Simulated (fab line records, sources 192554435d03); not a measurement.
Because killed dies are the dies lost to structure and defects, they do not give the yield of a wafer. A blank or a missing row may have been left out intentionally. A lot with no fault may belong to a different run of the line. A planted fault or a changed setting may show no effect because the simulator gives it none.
Which of the tools did it? ; flow n5Finfet ; 24 lots (72 wafers sampled), 1 step of a 1938-step route

## WHAT THE GAUGES READ, wafer by wafer
N5_BEOL_M10_CD_MEAS_11 targets a cd of 64.1 nm. Usual: 64.0 nm for cdNm, sd 0.52.
lot;measured;on;cdNm (nm);flag
L074;day 9 19:35;cdSem-01;64.0 63.7 64.2;
L076;day 9 19:47;cdSem-02;63.9 63.1 63.0;
L075;day 10 04:26;cdSem-01;64.0 64.1 64.0;
L077;day 10 07:56;cdSem-03;64.1 63.5 63.6;
L078;day 10 08:06;cdSem-01;63.3 63.7 63.6;
L079;day 11 02:28;cdSem-02;65.2 64.4 64.3;
L080;day 11 12:24;cdSem-01;64.5 63.2 64.4;
L081;day 11 21:28;cdSem-02;62.7 64.2 64.2;
L082;day 11 21:30;cdSem-01;64.0 64.4 64.4;
L084;day 12 15:34;cdSem-02;64.2 63.3 64.2;
L083;day 12 15:49;cdSem-03;64.3 65.2 64.0;
L086;day 13 01:13;cdSem-01;64.5 64.1 64.8;
L085;day 13 02:54;cdSem-01;64.3 63.6 64.0;
L087;day 13 07:16;cdSem-02;63.2 63.9 64.3;
L088;day 13 08:23;cdSem-03;65.0 63.8 63.7;
L089;day 13 15:41;cdSem-02;63.2 64.6 63.5;
L091;day 14 07:28;cdSem-02;63.4 63.9 64.8;
L090;day 14 08:37;cdSem-02;63.6 63.9 64.4;
L092;day 14 15:17;cdSem-02;64.4 64.7 64.1;
L093;day 15 05:19;cdSem-02;63.8 63.4 64.4;
L096;day 15 09:09;cdSem-01;64.0 65.0 64.8;
L095;day 15 17:16;cdSem-03;63.8 63.8 64.2;
L094;day 15 17:21;cdSem-01;62.8 62.7 63.2;
L097;day 16 12:12;cdSem-02;64.1 64.1 64.5;

## WHICH TOOL RAN EACH LOT (tool, then ch and the chambers of the sampled wafers, then the start)
No process step before these readings appears in the record.

## WHAT THE TOOLS THEMSELVES READ (means of the sampled wafers that have a number; where no wafer has one, the mark that the record gives instead)
The record holds no such reading with a usual standard deviation.

## THE ANSWER, worked out from the rows above alone
Rule: a lot counts as off when the mean over its wafers that have a number is more than 3 standard deviations away from the usual mean. Also off: a lot with no number at a reading for which 4 or more lots have one. Where the step has rows for the other lots, those lots are counted as sound. Order of review: gauges by route order, followed by the tools' own readings, for which a lot's mean as printed above is used. At the first step where some lot is off, the reading lying furthest off is the one used; lots without a number count as furthest.
Nothing can be told from this: no lot is off at any reading shown.

## WHAT THE SIMULATOR HAD PUT IN
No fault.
